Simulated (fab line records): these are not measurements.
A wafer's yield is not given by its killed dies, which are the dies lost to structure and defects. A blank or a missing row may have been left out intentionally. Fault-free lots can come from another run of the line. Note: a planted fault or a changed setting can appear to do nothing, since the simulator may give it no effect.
Matching of chambers -- flow nand_harc -- 4 sister chambers for NHARC_A_CONTACT_DESCUM_47 on rie_diel-07
The step chemistry O2, time 3 s. 4 wafers are shown with their chamber, then 12 later ones without.

== WAFERS PAIRED WITH THEIR CHAMBERS ==
wafer,chamber,drypump_motor_current_A (A)
L084.1,3,6.1
L087.6,0,5.1
L093.2,2,5.5
L093.6,1,5.7

== WAFERS MISSING THEIR CHAMBER ==
wafer,drypump_motor_current_A (A)
L092.2,5.5
L092.5,6.1
L092.6,5.0
L095.1,5.0
L095.2,5.7
L095.4,5.5
L094.3,5.5
L094.4,6.1
L094.6,5.7
L097.1,5.7
L097.4,6.1
L097.5,5.0

== CHAMBER TAKEN BY EACH ==
wafer,from the rows above,in truth
L092.2,2,2
L092.5,3,3
L092.6,0,0
L095.1,0,0
L095.2,1,1
L095.4,2,2
L094.3,2,2
L094.4,3,3
L094.6,1,1
L097.1,1,1
L097.4,3,3
L097.5,0,0
Correctly placed: 12 of 12. From these rows, 0 cannot be placed. 0 placed wrongly.
How it was worked out, from the rows above alone: a wafer's distance from a chamber is the root of the sum, over the readings, of the square of ((its reading less the chamber's mean) divided by the reading's scatter). If the next closest chamber is less than 2 further off than the closest, the wafer can't be placed; otherwise it belongs to the closest. Each chamber's mean is taken over the wafers shown for it. The scatter (one wafer shown for each chamber): square how far every hidden wafer sits from the nearest shown wafer, average those squares and take the square root.
